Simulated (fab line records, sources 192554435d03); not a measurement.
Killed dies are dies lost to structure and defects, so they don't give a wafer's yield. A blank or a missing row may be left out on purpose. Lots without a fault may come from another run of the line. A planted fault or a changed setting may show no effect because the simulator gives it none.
Chamber matching | flow n5_finfet | N5_BEOL_M10_STRIP_19 on rie_diel-04: 3 sister chambers
The step strips in O2. 16 wafers are shown with their chamber, then 7 later ones without.

WAFERS WITH THEIR CHAMBER
wafer  | chamber | showerhead_plenum_p_Torr (Torr) | drypump_motor_current_A (A) | throttle_valve_pct (%)
L074.4 | 3       | 2.22                            | 5.4                         | 16.50
L074.5 | 3       | 2.22                            | 5.4                         | 16.47
L074.6 | 0       | 2.05                            | 5.8                         | 16.47
L078.1 | 2       | 2.11                            | 5.7                         | 16.81
L078.3 | 3       | 2.21                            | 5.4                         | 16.50
L078.6 | 2       | 2.11                            | 5.7                         | 16.81
L080.1 | 0       | 2.04                            | 5.8                         | 16.49
L080.5 | 3       | 2.21                            | 5.3                         | 16.53
L080.6 | 0       | 2.04                            | 5.8                         | 16.52
L088.1 | 2       | 2.10                            | 5.7                         | 16.83
L088.2 | 3       | 2.20                            | 5.4                         | 16.57
L088.6 | 0       | 2.04                            | 5.8                         | 16.52
L090.3 | 0       | 2.04                            | 5.8                         | 16.56
L090.5 | 0       | 2.04                            | 5.9                         | 16.54
L090.6 | 3       | 2.20                            | 5.4                         | 16.58
L092.2 | 2       | 2.10                            | 5.7                         | 16.85

SIGNATURES (means of the wafers above)
reading                  | chamber 0 | chamber 2 | chamber 3 | scatter within a chamber
showerhead_plenum_p_Torr | 2.0417    | 2.1050    | 2.2100    | 0.0067
drypump_motor_current_A  | 5.817     | 5.700     | 5.383     | 0.0358
throttle_valve_pct       | 16.5167   | 16.8250   | 16.5250   | 0.0348
Rule: a wafer's distance from a chamber is the root of the sum, over the readings, of the square of ((its reading less the chamber's mean) divided by the reading's scatter). The wafer belongs to the nearest chamber; if the next one is less than 2 further off, it can't be placed. The scatter: the root of (the sum of the squares of (reading less its chamber's mean) over the shown wafers, divided by (wafers less chambers)).

WAFERS WITHOUT THEIR CHAMBER
wafer  | showerhead_plenum_p_Torr (Torr) | drypump_motor_current_A (A) | throttle_valve_pct (%)
L092.4 | 2.04                            | 5.8                         | 16.55
L094.4 | 2.10                            | 5.7                         | 16.85
L094.5 | 2.20                            | 5.4                         | 16.58
L094.6 | 2.10                            | 5.7                         | 16.87
L096.1 | 2.10                            | 5.7                         | 16.85
L096.2 | 2.03                            | 5.8                         | 16.55
L096.5 | 2.03                            | 5.8                         | 16.56

WHICH CHAMBER EACH WENT THROUGH
wafer  | from the rows above | in truth
L092.4 | 0                   | 0
L094.4 | 2                   | 2
L094.5 | 3                   | 3
L094.6 | 2                   | 2
L096.1 | 2                   | 2
L096.2 | 0                   | 0
L096.5 | 0                   | 0
Placed correctly: 7 of 7. Can't be placed from these rows: 0. Placed wrongly: 0.
